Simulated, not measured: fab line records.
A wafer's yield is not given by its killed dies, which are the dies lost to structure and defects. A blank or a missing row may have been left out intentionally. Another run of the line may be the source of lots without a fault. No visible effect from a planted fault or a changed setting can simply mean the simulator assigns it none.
A struck lot beside a sound one    flow n5_finfet    15 steps out of a route of 1938
Sound: these wafers, L453.3, L453.4, L453.6. Struck: wafer L448.1. (L448.4, L448.6 of the same lot were not struck and are left out.) The cause comes at the end.
For every step that has rows: the tool of each side, followed by ch and its chambers, followed by its first start. Under that, the readings that differ: sound wafers    struck wafers    difference of the means    sigmas: that difference in standard deviations of wafers without a fault.
alike: readings with means less than 2 such deviations apart, plus words and numbers identical on both sides. not compared: withheld readings, readings lacking a value on some wafer, bounds such as >300 that could conceal the same value, and numbers that have no deviation in the record and whose values overlap.
The two part at a step that has a row with sigmas, a row that says differs or no value, or rows on one side only. Numbers that don't overlap but have no deviation are shown without sigmas and don't part them. Lack of a reading on every wafer of one side parts them only where that side has two or more wafers.

N5_BEOL_M7_OCD_MEAS_38:
  struck on ocd-02, day 14 02:07; sound on ocd-01, day 15 16:49
  alike: trench_depth_nm
then, 4 steps without rows for these wafers: N5_BEOL_M7_HM_STRIP_39 (strips TiN in peroxide tin strip, target depth 25 nm, time 158 s); N5_BEOL_M7_SRD_40 (time 30 s); N5_BEOL_M7_PRECLEAN_42 (cleans in residue remover, time 60 s); N5_BEOL_M7_SRD_43 (time 30 s).
N5_BEOL_M7_CD_MEAS_35: target cd 40 nm.
  struck on cd_sem-01, day 14 02:16; sound on cd_sem-01, day 15 16:58
  alike: cd_nm
N5_BEOL_M7_CURE_75: cures SiCOH lowk, time 120 s.
  sound on uv_cure-01 ch 0, day 15 17:06; struck on uv_cure-02 ch 2, day 14 02:19
reading           sound              struck  difference  sigmas
wafer_temp_C_max  371.1 371.4 371.1  372.5   +1.3        +3
  alike: lamp_power_pct
N5_BEOL_M7_DEGAS_44: time 60 s.
  struck on pvd_sputter-01, day 14 03:45; sound on pvd_sputter-02, day 15 17:43
  alike: heater_power_w
N5_BEOL_M7_PRE_CLEAN_45: time 30 s.
  struck on pvd_sputter-01, day 14 03:47; sound on pvd_sputter-02, day 15 17:45
  alike: heater_power_w
N5_BEOL_M7_ALD_77: deposits TaN, target thk 2 nm, pulse time 2 s, purge time 3 s.
  sound on ald_metal-03 ch 1,2,3, day 15 17:53; struck on ald_metal-03 ch 2, day 14 03:51
  alike: heater_power_w
  not compared: since_wet_clean_h
N5_BEOL_M7_SURFACE_TREAT_79:
  struck on pvd_sputter-01, day 14 04:16; sound on pvd_sputter-03, day 15 18:13
  not compared: throttle_valve_pct
then, 1 step without rows for these wafers: N5_BEOL_M7_CVD_78 (deposits Co from CCTBA/H2, target thk 2 nm, time 142.3 s).
N5_BEOL_M7_SPUTTER_48: material Cu, target thk 10 nm, time 1.667 s.
  struck on pvd_sputter-01, day 14 04:29; sound on pvd_sputter-02, day 15 18:32
reading                 sound              struck  difference  sigmas
cathode_dc_power_W (W)  26000 26001 26005  24664   -1338       -99 or more
  alike: throttle_valve_pct
then, 1 step without rows for these wafers: N5_BEOL_M7_ECD_50 (material Cu, target thk 300 nm).
-- here the record skips 3 days between the struck wafers' starts before and after, leaving off in module BEOL_M7 and picking up in module PASSIVATION (first step shown: number 1936 of the route) --
N5_PASSIVATION_PROBE_49:
  struck on prober-02, day 17 13:01; sound on prober-02, day 19 06:08
  alike: defect_limited_yield, killed_at_M0_to_M3, killed_at_M4_up, killed_at_contacts, killed_at_front_end, killed_at_other, killed_dies, killed_open, killed_short, sort_bin_5_function, sort_bin_6_memory, sort_n_pass, sort_yield_pct

== WHERE THEY PART ==
First at N5_BEOL_M7_CURE_75; last, within this record, at N5_BEOL_M7_SPUTTER_48. Later steps at which nothing parts them and some readings are alike: N5_PASSIVATION_PROBE_49.

WHY: whatever the simulator had introduced
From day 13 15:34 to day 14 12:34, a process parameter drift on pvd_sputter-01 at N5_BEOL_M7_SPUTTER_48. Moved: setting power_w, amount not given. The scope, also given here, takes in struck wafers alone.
